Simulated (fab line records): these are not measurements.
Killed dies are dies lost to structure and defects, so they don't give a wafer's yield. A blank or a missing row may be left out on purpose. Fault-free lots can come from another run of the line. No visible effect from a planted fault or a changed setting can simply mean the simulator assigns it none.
fab line records | flow n5Finfet
record lots=7 | wafers=39
route steps=1938 shown FIN_SAQP@96
startH: start of the lot's first displayed wafer, in hours after the record's first day | waitH: time in hours since the lot's previous step | " identical to the entry in the row above | L1.1+2: a single row standing in for several wafers | - no value, or no start given | * or withheld: withheld | < > ~ a bound
route shown NAME@n: a module of which the file shows steps, and the number in the route of the first | usual: mean/standard deviation taken from wafers without a fault | same: alike in all rows | chamber/n: place in a boat | sites: per-site readings | _std_site: the standard deviation of these | _edge_site: mean of outer sites minus mean of inner sites | radiusMm: for every site, how far away it sits from the centre of the wafer | mask NAME#n: copy n | behind: tool/chamber where the wafer was last shaped | hold: why the lot went on hold/how many hours it stayed there/how the hold came to an end | device: names the non-switching transistor (n, p or np) | end of line: the route-end tests of the same wafers | where a step has no rows: the recipe by itself | killed: dies that structure and defects cost at the first sort, which is not the same as the wafer's yield | map: the dies of a wafer, with x for killed, . for not killed, _ for no die there
set.NAME: the setting the step ran with; set.NAME@STEP: the setting that earlier step ran with | model.NAME: the simulator's own value behind a step, which no gauge read
one table per step and one row per wafer, for lots whose settings were changed on purpose
## steps
# step N5_FIN_SAQP_HM_DEP_03
# recipe material=SiNx | targetThkA=380 | tempC=400 | precursor=SiH4/NH3/N2 | pressureTorr=1.5 | rfW=300 | timeS=33.6
lot.wafer | tool     | chamber | startH | waitH | set.timeS | model.SiNx_of_FIN_SAQP_HM_DEP_03.thkNm
L074.1    | pecvd-02 | 2       | 21.40  | 0.2   | 46.66     | 51.84
L074.2    | "        | 0       | "      | "     | 46.66     | 51.63
L074.3    | "        | 1       | "      | "     | 33.6      | 36.42
L074.4    | "        | 2       | "      | "     | 33.6      | 37.58
L074.5    | "        | 0       | "      | "     | 46.66     | 52.96
L074.6    | "        | 1       | "      | "     | 33.6      | 36.66
L075.1    | pecvd-03 | 0       | 26.89  | 0.2   | 33.6      | 37.45
L075.2    | "        | 2       | "      | "     | 45.81     | 51.5
L075.3    | "        | 1       | "      | "     | 45.81     | 50.93
L075.4    | "        | 1       | "      | "     | 33.6      | 38.43
L075.5    | "        | 2       | "      | "     | 45.81     | 52.28
L075.6    | "        | 0       | "      | "     | 33.6      | 38.34
L080.1+4  | pecvd-04 | 1,2     | 57.56  | 0.2   | 33.6      | 37.96
L080.2    | "        | 0       | "      | "     | 33.6      | 37.86
L080.3    | "        | 2       | "      | "     | 33.6      | 37.49
L080.5    | "        | 0       | "      | "     | 33.6      | 38.46
L080.6    | "        | 1       | "      | "     | 33.6      | 38.45
L086.1    | pecvd-02 | 2       | 98.30  | 0.2   | 52.69     | 59.09
L086.2    | "        | 1       | "      | "     | 33.6      | 36.89
L086.3    | "        | 0       | "      | "     | 33.6      | 37.9
L086.4    | "        | 2       | "      | "     | 52.69     | 59.5
L086.5    | "        | 1       | "      | "     | 33.6      | 37.88
L086.6    | "        | 0       | "      | "     | 52.69     | 59.76
L091.1    | pecvd-04 | 0       | 122.98 | 0.2   | 14.37     | 15.94
L091.2    | "        | 1       | "      | "     | 33.6      | 37.49
L091.3    | "        | 2       | "      | "     | 33.6      | 37.57
L091.4    | "        | 0       | "      | "     | 33.6      | 38.25
L091.5    | "        | 1       | "      | "     | 14.37     | 15.76
L091.6    | "        | 2       | "      | "     | 14.37     | 16.23
L095.1    | pecvd-04 | 2       | 147.71 | 0.2   | 33.6      | 37.72
L095.5    | "        | 2       | "      | "     | 33.6      | 38.06
L095.6    | "        | 1       | "      | "     | 33.6      | 37.63
L097.1    | pecvd-03 | 0       | 161.05 | 0.2   | 33.6      | 36.86
L097.2    | "        | 2       | "      | "     | 33.6      | 37.45
L097.3    | "        | 1       | "      | "     | 33.6      | 37.51
L097.4+5  | "        | 0,2     | "      | "     | 33.6      | 37.83
L097.6    | "        | 1       | "      | "     | 33.6      | 38.26
# step N5_FIN_SAQP_THK_MEAS_05
# usual thkNm=37.8/0.5
lot.wafer | tool         | chamber | startH | waitH | set.timeS@FIN_SAQP_HM_DEP_03 | thkNm
L074.1    | filmMetro-02 | -       | 21.49  | 0.1   | 46.66                        | 51.8
L074.2    | "            | -       | "      | "     | 46.66                        | 51.6
L074.3    | "            | -       | "      | "     | 33.6                         | 36.5
L074.4    | "            | -       | "      | "     | 33.6                         | 37.6
L074.5    | "            | -       | "      | "     | 46.66                        | 53.0
L074.6    | "            | -       | "      | "     | 33.6                         | 36.6
L075.1    | filmMetro-01 | -       | 26.97  | 0.1   | 33.6                         | 37.4
L075.2    | "            | -       | "      | "     | 45.81                        | 51.6
L075.3    | "            | -       | "      | "     | 45.81                        | 51.0
L075.4    | "            | -       | "      | "     | 33.6                         | 38.4
L075.5    | "            | -       | "      | "     | 45.81                        | 52.3
L075.6    | "            | -       | "      | "     | 33.6                         | 38.4
L080.1    | filmMetro-02 | -       | 57.65  | 0.1   | 33.6                         | 38.0
L080.2    | "            | -       | "      | "     | 33.6                         | 37.9
L080.3    | "            | -       | "      | "     | 33.6                         | 37.5
L080.4    | "            | -       | "      | "     | 33.6                         | 37.9
L080.5    | "            | -       | "      | "     | 33.6                         | 38.5
L080.6    | "            | -       | "      | "     | 33.6                         | 38.4
L086.1    | filmMetro-02 | -       | 98.38  | 0.1   | 52.69                        | 59.0
L086.2    | "            | -       | "      | "     | 33.6                         | 36.9
L086.3    | "            | -       | "      | "     | 33.6                         | 37.9
L086.4    | "            | -       | "      | "     | 52.69                        | 59.6
L086.5    | "            | -       | "      | "     | 33.6                         | 37.9
L086.6    | "            | -       | "      | "     | 52.69                        | 59.7
L091.1    | filmMetro-02 | -       | 123.07 | 0.1   | 14.37                        | 15.9
L091.2    | "            | -       | "      | "     | 33.6                         | 37.5
L091.3    | "            | -       | "      | "     | 33.6                         | 37.5
L091.4    | "            | -       | "      | "     | 33.6                         | 38.2
L091.5    | "            | -       | "      | "     | 14.37                        | 15.8
L091.6    | "            | -       | "      | "     | 14.37                        | 16.2
L095.1    | filmMetro-02 | -       | 147.83 | 0.1   | 33.6                         | 37.7
L095.5    | "            | -       | "      | "     | 33.6                         | 38.1
L095.6    | "            | -       | "      | "     | 33.6                         | 37.6
L097.1    | filmMetro-01 | -       | 161.14 | 0.1   | 33.6                         | 36.8
L097.2    | "            | -       | "      | "     | 33.6                         | 37.5
L097.3    | "            | -       | "      | "     | 33.6                         | 37.5
L097.4    | "            | -       | "      | "     | 33.6                         | 37.8
L097.5    | "            | -       | "      | "     | 33.6                         | 37.8
L097.6    | "            | -       | "      | "     | 33.6                         | 38.3
# step N5_FIN_SAQP_SPACER2_ALD_28
# recipe material=SiO2 | targetThkA=81 | tempC=300 | aldPrecursorFamily=BDEAS | aldCoReactant=O2-plasma | pulseTimeS=1 | purgeTimeS=2 | coReactantPurgeTimeS=2 | pressureTorr=2
lot.wafer      | tool      | chamber   | startH | waitH | set.targetThkA | model.SiO2_of_FIN_SAQP_SPACER2_ALD_28.thkNm
L074.1+3+6     | aldSin-04 | 2,3,3     | 25.70  | 0.5   | 81             | 8
L074.2+4+5     | "         | 1,0,0     | "      | "     | 81             | 8.2
L075.1         | aldSin-01 | 3         | 31.06  | 0.1   | 81             | 8.2
L075.2+3+4     | "         | 1,0,2     | "      | "     | 123            | 12.2
L075.5+6       | "         | 1,2       | "      | "     | 81             | 8
L080.1+4       | aldSin-04 | 3,0       | 61.58  | 0.1   | 128.8          | 13
L080.2+5       | "         | 0,2       | "      | "     | 81             | 8.2
L080.3         | "         | 2         | "      | "     | 81             | 8
L080.6         | "         | 3         | "      | "     | 128.8          | 12.8
L086.1+5+6     | aldSin-03 | 0,2,3     | 106.50 | 0.7   | 81             | 8.2
L086.2+3+4     | "         | 2,3,0     | "      | "     | 53.65          | 5.4
L091.1+4+6     | aldSin-01 | 2,0,2     | 127.09 | 0.1   | 36.89          | 3.6
L091.2+3+5     | "         | 3,0,3     | "      | "     | 81             | 8
L095.1         | aldSin-03 | 0         | 152.72 | 0.1   | 81             | 8
L095.5+6       | "         | 1,2       | "      | "     | 81             | 8.2
L097.1+2+3+5+6 | aldSin-04 | 1,2,3,2,3 | 166.22 | 0.3   | 81             | 8.2
L097.4         | "         | 0         | "      | "     | 81             | 8
# step N5_FIN_SAQP_SPACER2_ETCHBACK_29
# recipe chemistry=CHF3/O2 | mode=anisotropicEtchback | target=SiO2 | targetDepthA=122 | timeS=6.1 | pressureMtorr=30 | sourceW=650 | biasW=170 | Ar_flow_sccm=200 | CHF3_flow_sccm=50 | O2_flow_sccm=5 | ionEnergyEv=200
# step N5_FIN_SAQP_MANDREL2_REMOVE_60
# recipe chemistry=HBr/Cl2/O2 | btTimeS=10 | target=a-Si | stopOn=SiNx | endpoint=OES-SiCl | overEtchFrac=1 | icpW=600 | biasW=22 | HBr_flow_sccm=150 | Cl2_flow_sccm=80 | O2_flow_sccm=5 | pressureMtorr=10
lot.wafer  | tool     | chamber | startH | waitH | set.targetThkA@FIN_SAQP_SPACER2_ALD_28 | model.FIN_SAQP.cdNm
L074.1+4+6 | rieSi-05 | 1,0,0   | 26.11  | 0.1   | 81                                     | 8
L074.2+3+5 | "        | 3,2,3   | "      | "     | 81                                     | 8.2
L075.1+5   | rieSi-02 | 2,0     | 31.50  | 0.1   | 81                                     | 8.2
L075.2     | "        | 3       | "      | "     | 123                                    | 12.2
L075.3+4   | "        | 1,0     | "      | "     | 123                                    | 12.4
L075.6     | "        | 3       | "      | "     | 81                                     | 8
L080.1+4   | rieSi-03 | 1,3     | 62.03  | 0.1   | 128.8                                  | 13
L080.2     | "        | 0       | "      | "     | 81                                     | 8.4
L080.3     | "        | 2       | "      | "     | 81                                     | 8
L080.5     | "        | 0       | "      | "     | 81                                     | 8.2
L080.6     | "        | 1       | "      | "     | 128.8                                  | 12.8
L086.1+5+6 | rieSi-03 | 0,0,3   | 107.04 | 0.1   | 81                                     | 8.2
L086.2+4   | "        | 3,2     | "      | "     | 53.65                                  | 5.4
L086.3     | "        | 1       | "      | "     | 53.65                                  | 5.2
L091.1+4+6 | rieSi-03 | 1,3,0   | 127.50 | 0.1   | 36.89                                  | 3.6
L091.2+3+5 | "        | 0,2,1   | "      | "     | 81                                     | 8
L095.1+5+6 | rieSi-03 | 2,1,2   | 153.53 | 0.1   | 81                                     | 8.2
L097.1     | rieSi-05 | 3       | 166.66 | 0.1   | 81                                     | 8.4
L097.2+6   | "        | 1       | "      | "     | 81                                     | 8
L097.3+4+5 | "        | 0,3,0   | "      | "     | 81                                     | 8.2
# step N5_FIN_SAQP_CD_MEAS_31
# recipe targetCdNm=8 | landingEnergyEv=1000 | detector=seInlens | polarity=line
# usual cdNm=8.08/0.25
lot.wafer | tool     | chamber | startH | waitH | set.targetThkA@FIN_SAQP_SPACER2_ALD_28 | cdNm
L074.1    | cdSem-03 | 0       | 26.22  | 0.1   | 81                                     | 7.98
L074.2    | "        | 0       | "      | "     | 81                                     | 8.18
L074.3    | "        | 0       | "      | "     | 81                                     | 8.30
L074.4    | "        | 0       | "      | "     | 81                                     | 8.12
L074.5    | "        | 0       | "      | "     | 81                                     | 8.14
L074.6    | "        | 0       | "      | "     | 81                                     | 8.12
L075.1    | cdSem-01 | 0       | 31.61  | 0.1   | 81                                     | 8.22
L075.2    | "        | 0       | "      | "     | 123                                    | 12.41
L075.3    | "        | 0       | "      | "     | 123                                    | 12.33
L075.4    | "        | 0       | "      | "     | 123                                    | 12.51
L075.5    | "        | 0       | "      | "     | 81                                     | 7.74
L075.6    | "        | 0       | "      | "     | 81                                     | 7.88
L080.1    | cdSem-03 | 0       | 62.14  | 0.1   | 128.8                                  | 12.71
L080.2    | "        | 0       | "      | "     | 81                                     | 8.13
L080.3    | "        | 0       | "      | "     | 81                                     | 8.20
L080.4    | "        | 0       | "      | "     | 128.8                                  | 13.13
L080.5    | "        | 0       | "      | "     | 81                                     | 8.36
L080.6    | "        | 0       | "      | "     | 128.8                                  | 12.95
L086.1    | cdSem-02 | 0       | 107.15 | 0.1   | 81                                     | 8.08
L086.2    | "        | 0       | "      | "     | 53.65                                  | 5.24
L086.3    | "        | 0       | "      | "     | 53.65                                  | 5.53
L086.4    | "        | 0       | "      | "     | 53.65                                  | 5.33
L086.5    | "        | 0       | "      | "     | 81                                     | 8.03
L086.6    | "        | 0       | "      | "     | 81                                     | 8.28
L091.1    | cdSem-03 | 0       | 127.61 | 0.1   | 36.89                                  | 3.52
L091.2    | "        | 0       | "      | "     | 81                                     | 8.37
L091.3    | "        | 0       | "      | "     | 81                                     | 8.03
L091.4    | "        | 0       | "      | "     | 36.89                                  | 3.41
L091.5    | "        | 0       | "      | "     | 81                                     | 8.39
L091.6    | "        | 0       | "      | "     | 36.89                                  | 4.01
L095.1    | cdSem-02 | 0       | 153.64 | 0.1   | 81                                     | 8.45
L095.5    | "        | 0       | "      | "     | 81                                     | 8.10
L095.6    | "        | 0       | "      | "     | 81                                     | 8.41
L097.1    | cdSem-01 | 0       | 166.78 | 0.1   | 81                                     | 8.75
L097.2    | "        | 0       | "      | "     | 81                                     | 8.08
L097.3    | "        | 0       | "      | "     | 81                                     | 8.70
L097.4    | "        | 0       | "      | "     | 81                                     | 8.36
L097.5    | "        | 0       | "      | "     | 81                                     | 8.04
L097.6    | "        | 0       | "      | "     | 81                                     | 7.92
# step N5_FIN_SAQP_HM_OPEN_33
# recipe chemistry=CH3F/O2 | target=SiNx | maskMaterial=SiO2 | targetDepthA=494 | timeS=70.6 | pressureMtorr=30 | sourceW=395 | biasW=73 | Ar_flow_sccm=150 | CH3F_flow_sccm=30 | O2_flow_sccm=20 | ionEnergyEv=120 | ends=cleared
# usual etchRfOnTimeS=67.6/1.6
lot.wafer | tool       | chamber | startH | waitH | set.timeS@FIN_SAQP_HM_DEP_03 | set.targetThkA@FIN_SAQP_SPACER2_ALD_28 | etchRfOnTimeS | model.etch.depthNm | model.FIN_SAQP.cdNm
L074.1    | rieDiel-03 | 3       | 26.38  | 0.2   | 46.66                        | 81                                     | 90.6          | 50.84              | 8
L074.2    | "          | 2       | "      | "     | 46.66                        | 81                                     | 93.5          | 51.01              | 8
L074.3    | "          | 1       | "      | "     | 33.6                         | 81                                     | 63.9          | 35.72              | 8.4
L074.4    | "          | 0       | "      | "     | 33.6                         | 81                                     | 65.0          | 36.73              | 8
L074.5    | "          | 3       | "      | "     | 46.66                        | 81                                     | 92.5          | 51.97              | 8
L074.6    | "          | 2       | "      | "     | 33.6                         | 81                                     | 66.2          | 36.03              | 8
L075.1    | rieDiel-03 | 1       | 31.66  | 0.0   | 33.6                         | 81                                     | 65.3          | 36.7               | 8.2
L075.2    | "          | 2       | "      | "     | 45.81                        | 123                                    | 92.8          | 50.68              | 12
L075.3    | "          | 3       | "      | "     | 45.81                        | 123                                    | 89.2          | 50.11              | 12.4
L075.4    | "          | 0       | "      | "     | 33.6                         | 123                                    | 66.4          | 37.59              | 12.2
L075.5    | "          | 3       | "      | "     | 45.81                        | 81                                     | 91.7          | 51.44              | 8
L075.6    | "          | 2       | "      | "     | 33.6                         | 81                                     | 68.7          | 37.58              | 8
L080.1    | rieDiel-05 | 3       | 62.19  | 0.0   | 33.6                         | 128.8                                  | 68.9          | 37.27              | 12.8
L080.2    | "          | 1       | "      | "     | 33.6                         | 81                                     | 66.6          | 37.01              | 8.4
L080.3    | "          | 2       | "      | "     | 33.6                         | 81                                     | 69.7          | 36.86              | 8.2
L080.4    | "          | 0       | "      | "     | 33.6                         | 128.8                                  | 68.9          | 36.96              | 13
L080.5    | "          | 0       | "      | "     | 33.6                         | 81                                     | 70.1          | 37.76              | 8
L080.6    | "          | 1       | "      | "     | 33.6                         | 128.8                                  | 68.2          | 37.59              | 12.8
L086.1    | rieDiel-01 | 0       | 107.34 | 0.2   | 52.69                        | 81                                     | 107.1         | 58.47              | 7.8
L086.2    | "          | 2       | "      | "     | 33.6                         | 53.65                                  | 70.7          | 36.26              | 5.6
L086.3    | "          | 3       | "      | "     | 33.6                         | 53.65                                  | 70.2          | 37.13              | 5.2
L086.4    | "          | 1       | "      | "     | 52.69                        | 53.65                                  | 108.8         | 58.73              | 5
L086.5    | "          | 1       | "      | "     | 33.6                         | 81                                     | 69.7          | 37.25              | 8.2
L086.6    | "          | 0       | "      | "     | 52.69                        | 81                                     | 107.5         | 58.99              | 7.8
L091.1    | rieDiel-01 | 2       | 127.66 | 0.1   | 14.37                        | 36.89                                  | 29.2          | 15.08              | 3.8
L091.2    | "          | 3       | "      | "     | 33.6                         | 81                                     | 69.7          | 36.86              | 8
L091.3    | "          | 0       | "      | "     | 33.6                         | 81                                     | 66.5          | 36.57              | 8
L091.4    | "          | 1       | "      | "     | 33.6                         | 36.89                                  | 70.0          | 37.39              | 3.6
L091.5    | "          | 0       | "      | "     | 14.37                        | 81                                     | 27.6          | 15.14              | 8.4
L091.6    | "          | 1       | "      | "     | 14.37                        | 36.89                                  | 28.1          | 15.22              | 4
L095.1    | rieDiel-03 | 0       | 153.85 | 0.2   | 33.6                         | 81                                     | 66.8          | 36.9               | 8.4
L095.5    | "          | 1       | "      | "     | 33.6                         | 81                                     | 68.0          | 37.24              | 8.2
L095.6    | "          | 0       | "      | "     | 33.6                         | 81                                     | 66.5          | 36.87              | 8.2
L097.1    | rieDiel-03 | 0       | 166.82 | 0.0   | 33.6                         | 81                                     | 64.5          | 36.04              | 8.4
L097.2    | "          | 1       | "      | "     | 33.6                         | 81                                     | 66.2          | 36.61              | 8
L097.3    | "          | 2       | "      | "     | 33.6                         | 81                                     | 67.8          | 36.75              | 8.2
L097.4    | "          | 3       | "      | "     | 33.6                         | 81                                     | 66.6          | 37.01              | 8.4
L097.5    | "          | 0       | "      | "     | 33.6                         | 81                                     | 66.8          | 37.07              | 8.2
L097.6    | "          | 3       | "      | "     | 33.6                         | 81                                     | 67.4          | 37.42              | 8.2
# step N5_FIN_SAQP_ETCH_34
# recipe chemistry=C4F6/O2 | target=SiO2 | targetDepthA=450 | timeS=15 | ionEnergyEv=250 | pressureMtorr=30 | sourceW=345 | biasW=185 | Ar_flow_sccm=300 | C4F6_flow_sccm=10 | O2_flow_sccm=10 | ends=cleared
# step N5_FIN_SAQP_STRIP_77
# recipe chemistry=N2/H2 | timeS=90 | powerW=100 | tempC=40 | pressureMtorr=100 | rfFrequencyHz=6e+07 | biasPowerW=3 | n2FlowSccm=300 | h2FlowSccm=300
# step N5_FIN_SAQP_HM_CD_35
# recipe targetCdNm=8 | polarity=line
# usual cdNm=8.10/0.26
lot.wafer | tool     | chamber | startH | waitH | set.targetThkA@FIN_SAQP_SPACER2_ALD_28 | cdNm
L074.1    | cdSem-03 | -       | 26.59  | 0.1   | 81                                     | 7.98
L074.2    | "        | -       | "      | "     | 81                                     | 7.93
L074.3    | "        | -       | "      | "     | 81                                     | 8.58
L074.4    | "        | -       | "      | "     | 81                                     | 8.22
L074.5    | "        | -       | "      | "     | 81                                     | 8.10
L074.6    | "        | -       | "      | "     | 81                                     | 7.98
L075.1    | cdSem-01 | -       | 31.87  | 0.1   | 81                                     | 8.29
L075.2    | "        | -       | "      | "     | 123                                    | 12.15
L075.3    | "        | -       | "      | "     | 123                                    | 12.34
L075.4    | "        | -       | "      | "     | 123                                    | 12.28
L075.5    | "        | -       | "      | "     | 81                                     | 7.99
L075.6    | "        | -       | "      | "     | 81                                     | 8.02
L080.1    | cdSem-01 | -       | 62.41  | 0.1   | 128.8                                  | 12.79
L080.2    | "        | -       | "      | "     | 81                                     | 8.54
L080.3    | "        | -       | "      | "     | 81                                     | 7.97
L080.4    | "        | -       | "      | "     | 128.8                                  | 12.58
L080.5    | "        | -       | "      | "     | 81                                     | 7.94
L080.6    | "        | -       | "      | "     | 128.8                                  | 12.64
L086.1    | cdSem-02 | -       | 107.56 | 0.1   | 81                                     | 7.56
L086.2    | "        | -       | "      | "     | 53.65                                  | 5.79
L086.3    | "        | -       | "      | "     | 53.65                                  | 5.05
L086.4    | "        | -       | "      | "     | 53.65                                  | 5.07
L086.5    | "        | -       | "      | "     | 81                                     | 7.85
L086.6    | "        | -       | "      | "     | 81                                     | 7.86
L091.1    | cdSem-01 | -       | 127.88 | 0.1   | 36.89                                  | 3.73
L091.2    | "        | -       | "      | "     | 81                                     | 8.23
L091.3    | "        | -       | "      | "     | 81                                     | 8.00
L091.4    | "        | -       | "      | "     | 36.89                                  | 3.62
L091.5    | "        | -       | "      | "     | 81                                     | 8.57
L091.6    | "        | -       | "      | "     | 36.89                                  | 3.81
L095.1    | cdSem-03 | -       | 154.07 | 0.1   | 81                                     | 7.93
L095.5    | "        | -       | "      | "     | 81                                     | 8.25
L095.6    | "        | -       | "      | "     | 81                                     | 8.13
L097.1    | cdSem-02 | -       | 167.04 | 0.1   | 81                                     | 8.29
L097.2    | "        | -       | "      | "     | 81                                     | 7.98
L097.3    | "        | -       | "      | "     | 81                                     | 8.31
L097.4    | "        | -       | "      | "     | 81                                     | 8.45
L097.5    | "        | -       | "      | "     | 81                                     | 8.06
L097.6    | "        | -       | "      | "     | 81                                     | 8.04
# step N5_FIN_SAQP_ETCH_64
# recipe chemistry=CF4 | target=SiO2 | targetDepthA=15 | ionEnergyEv=350 | pressureMtorr=10 | icpW=800 | biasW=400 | cf4FlowSccm=80
lot.wafer  | tool     | chamber | startH | waitH | set.targetThkA@FIN_SAQP_SPACER2_ALD_28 | model.FIN_SAQP.cdNm
L074.1     | rieSi-02 | 2       | 26.64  | 0.0   | 81                                     | 7.8
L074.2+5   | "        | 1,0     | "      | "     | 81                                     | 8.2
L074.3     | "        | 0       | "      | "     | 81                                     | 8.4
L074.4+6   | "        | 3       | "      | "     | 81                                     | 8
L075.1     | rieSi-03 | 3       | 31.92  | 0.0   | 81                                     | 8.2
L075.2+3   | "        | 2,0     | "      | "     | 123                                    | 12
L075.4     | "        | 1       | "      | "     | 123                                    | 12.4
L075.5+6   | "        | 2,3     | "      | "     | 81                                     | 8
L080.1     | rieSi-05 | 3       | 62.46  | 0.0   | 128.8                                  | 13
L080.2+3   | "        | 0,1     | "      | "     | 81                                     | 8.2
L080.4+6   | "        | 2,0     | "      | "     | 128.8                                  | 12.8
L080.5     | "        | 1       | "      | "     | 81                                     | 8
L086.1     | rieSi-03 | 3       | 107.61 | 0.0   | 81                                     | 8
L086.2     | "        | 0       | "      | "     | 53.65                                  | 5.4
L086.3     | "        | 2       | "      | "     | 53.65                                  | 5.2
L086.4     | "        | 1       | "      | "     | 53.65                                  | 4.8
L086.5     | "        | 3       | "      | "     | 81                                     | 8.4
L086.6     | "        | 0       | "      | "     | 81                                     | 7.8
L091.1+4   | rieSi-02 | 1,2     | 127.93 | 0.0   | 36.89                                  | 3.6
L091.2     | "        | 3       | "      | "     | 81                                     | 7.8
L091.3     | "        | 0       | "      | "     | 81                                     | 8
L091.5     | "        | 1       | "      | "     | 81                                     | 8.4
L091.6     | "        | 2       | "      | "     | 36.89                                  | 4
L095.1     | rieSi-05 | 1       | 154.12 | 0.0   | 81                                     | 8.4
L095.5+6   | "        | 2,1     | "      | "     | 81                                     | 8.2
L097.1+3+4 | rieSi-02 | 3,0,1   | 167.09 | 0.0   | 81                                     | 8.4
L097.2+6   | "        | 2       | "      | "     | 81                                     | 8
L097.5     | "        | 1       | "      | "     | 81                                     | 8.2
# step N5_FIN_SAQP_FIN_ETCH_36
# recipe chemistry=HBr/Cl2/O2 | targetDepthA=1200 | maskMaterial=SiNx | timeS=50.4 | biasW=102 | pressureMtorr=10 | icpW=800 | HBr_flow_sccm=150 | Cl2_flow_sccm=80 | O2_flow_sccm=12
lot.wafer  | tool     | chamber | startH | waitH | set.timeS@FIN_SAQP_HM_DEP_03 | model.SiNx_of_FIN_SAQP_HM_DEP_03.thkNm
L074.1     | rieSi-02 | 2       | 26.66  | 0.0   | 46.66                        | 34.4
L074.2     | "        | 1       | "      | "     | 46.66                        | 34.8
L074.3     | "        | 0       | "      | "     | 33.6                         | 19.4
L074.4     | "        | 3       | "      | "     | 33.6                         | 20.2
L074.5     | "        | 0       | "      | "     | 46.66                        | 35.6
L074.6     | "        | 3       | "      | "     | 33.6                         | 19.6
L075.1     | rieSi-03 | 3       | 31.94  | 0.0   | 33.6                         | 20.8
L075.2     | "        | 2       | "      | "     | 45.81                        | 34.4
L075.3     | "        | 0       | "      | "     | 45.81                        | 33.8
L075.4+6   | "        | 1,3     | "      | "     | 33.6                         | 21.6
L075.5     | "        | 2       | "      | "     | 45.81                        | 35.2
L080.1     | rieSi-05 | 3       | 62.48  | 0.0   | 33.6                         | 20.4
L080.2     | "        | 0       | "      | "     | 33.6                         | 20
L080.3     | "        | 1       | "      | "     | 33.6                         | 19.8
L080.4     | "        | 2       | "      | "     | 33.6                         | 21.2
L080.5     | "        | 1       | "      | "     | 33.6                         | 20.8
L080.6     | "        | 0       | "      | "     | 33.6                         | 20.6
L086.1     | rieSi-03 | 3       | 107.63 | 0.0   | 52.69                        | 42.4
L086.2     | "        | 0       | "      | "     | 33.6                         | 20
L086.3     | "        | 2       | "      | "     | 33.6                         | 20.8
L086.4     | "        | 1       | "      | "     | 52.69                        | 42.6
L086.5     | "        | 3       | "      | "     | 33.6                         | 21.2
L086.6     | "        | 0       | "      | "     | 52.69                        | 42.8
L091.1+5+6 | rieSi-02 | 1,1,2   | 127.95 | 0.0   | 14.37                        | 0
L091.2     | "        | 3       | "      | "     | 33.6                         | 20.2
L091.3     | "        | 0       | "      | "     | 33.6                         | 20
L091.4     | "        | 2       | "      | "     | 33.6                         | 20.8
L095.1+6   | rieSi-05 | 1       | 154.14 | 0.0   | 33.6                         | 19.8
L095.5     | "        | 2       | "      | "     | 33.6                         | 21.6
L097.1     | rieSi-02 | 3       | 167.11 | 0.0   | 33.6                         | 19.6
L097.2+3   | "        | 2,0     | "      | "     | 33.6                         | 20.2
L097.4+5   | "        | 1       | "      | "     | 33.6                         | 20.8
L097.6     | "        | 2       | "      | "     | 33.6                         | 21.2
# step N5_FIN_SAQP_CD_MEAS_37
# recipe targetCdNm=8 | polarity=line
# usual cdNm=8.1/0.31
lot.wafer | tool     | chamber | startH | waitH | set.targetThkA@FIN_SAQP_SPACER2_ALD_28 | cdNm
L074.1    | cdSem-01 | -       | 26.78  | 0.1   | 81                                     | 7.8
L074.2    | "        | -       | "      | "     | 81                                     | 8.2
L074.3    | "        | -       | "      | "     | 81                                     | 8.6
L074.4    | "        | -       | "      | "     | 81                                     | 8.1
L074.5    | "        | -       | "      | "     | 81                                     | 8.1
L074.6    | "        | -       | "      | "     | 81                                     | 8.1
L075.1    | cdSem-03 | -       | 32.06  | 0.1   | 81                                     | 8.2
L075.2    | "        | -       | "      | "     | 123                                    | 12.2
L075.3    | "        | -       | "      | "     | 123                                    | 12.2
L075.4    | "        | -       | "      | "     | 123                                    | 12.6
L075.5    | "        | -       | "      | "     | 81                                     | 8.1
L075.6    | "        | -       | "      | "     | 81                                     | 7.9
L080.1    | cdSem-03 | -       | 62.60  | 0.1   | 128.8                                  | 12.5
L080.2    | "        | -       | "      | "     | 81                                     | 8.5
L080.3    | "        | -       | "      | "     | 81                                     | 8.2
L080.4    | "        | -       | "      | "     | 128.8                                  | 13.3
L080.5    | "        | -       | "      | "     | 81                                     | 8.1
L080.6    | "        | -       | "      | "     | 128.8                                  | 12.6
L086.1    | cdSem-03 | -       | 107.75 | 0.1   | 81                                     | 8.1
L086.2    | "        | -       | "      | "     | 53.65                                  | 5.2
L086.3    | "        | -       | "      | "     | 53.65                                  | 5.6
L086.4    | "        | -       | "      | "     | 53.65                                  | 5.1
L086.5    | "        | -       | "      | "     | 81                                     | 8.1
L086.6    | "        | -       | "      | "     | 81                                     | 7.6
L091.1    | cdSem-03 | -       | 128.07 | 0.1   | 36.89                                  | 3.6
L091.2    | "        | -       | "      | "     | 81                                     | 8.1
L091.3    | "        | -       | "      | "     | 81                                     | 7.8
L091.4    | "        | -       | "      | "     | 36.89                                  | 3.1
L091.5    | "        | -       | "      | "     | 81                                     | 8.5
L091.6    | "        | -       | "      | "     | 36.89                                  | 4.0
L095.1    | cdSem-01 | -       | 154.25 | 0.1   | 81                                     | 8.5
L095.5    | "        | -       | "      | "     | 81                                     | 8.4
L095.6    | "        | -       | "      | "     | 81                                     | 8.1
L097.1    | cdSem-02 | -       | 167.23 | 0.1   | 81                                     | 9.1
L097.2    | "        | -       | "      | "     | 81                                     | 7.6
L097.3    | "        | -       | "      | "     | 81                                     | 8.2
L097.4    | "        | -       | "      | "     | 81                                     | 8.4
L097.5    | "        | -       | "      | "     | 81                                     | 8.0
L097.6    | "        | -       | "      | "     | 81                                     | 8.0
## key
split step=N5_FIN_SAQP_HM_DEP_03 | setting=timeS | stated=33.6 | by=wafer
response step=N5_FIN_SAQP_HM_DEP_03 | reading=model.SiNx_of_FIN_SAQP_HM_DEP_03.thkNm | change=+0.383 | per=1% | r=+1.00
response step=N5_FIN_SAQP_THK_MEAS_05 | reading=thkNm | change=* | per=1% | r=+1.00
response step=N5_FIN_SAQP_HM_OPEN_33 | reading=etchRfOnTimeS | change=* | per=1% | r=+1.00
response step=N5_FIN_SAQP_HM_OPEN_33 | reading=model.etch.depthNm | change=+0.382 | per=1% | r=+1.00
response step=N5_FIN_SAQP_FIN_ETCH_36 | reading=model.SiNx_of_FIN_SAQP_HM_DEP_03.thkNm | change=+0.373 | per=1% | r=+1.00
split step=N5_FIN_SAQP_SPACER2_ALD_28 | setting=targetThkA | stated=81 | by=wafer
response step=N5_FIN_SAQP_SPACER2_ALD_28 | reading=model.SiO2_of_FIN_SAQP_SPACER2_ALD_28.thkNm | change=+0.0809 | per=1% | r=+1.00
response step=N5_FIN_SAQP_MANDREL2_REMOVE_60 | reading=model.FIN_SAQP.cdNm | change=+0.0811 | per=1% | r=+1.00
response step=N5_FIN_SAQP_CD_MEAS_31 | reading=cdNm | change=+0.0831 | per=1% | r=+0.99
response step=N5_FIN_SAQP_HM_OPEN_33 | reading=model.FIN_SAQP.cdNm | change=+0.0794 | per=1% | r=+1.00
response step=N5_FIN_SAQP_HM_CD_35 | reading=cdNm | change=+0.0791 | per=1% | r=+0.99
response step=N5_FIN_SAQP_ETCH_64 | reading=model.FIN_SAQP.cdNm | change=+0.0803 | per=1% | r=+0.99
response step=N5_FIN_SAQP_CD_MEAS_37 | reading=cdNm | change=+0.0806 | per=1% | r=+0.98
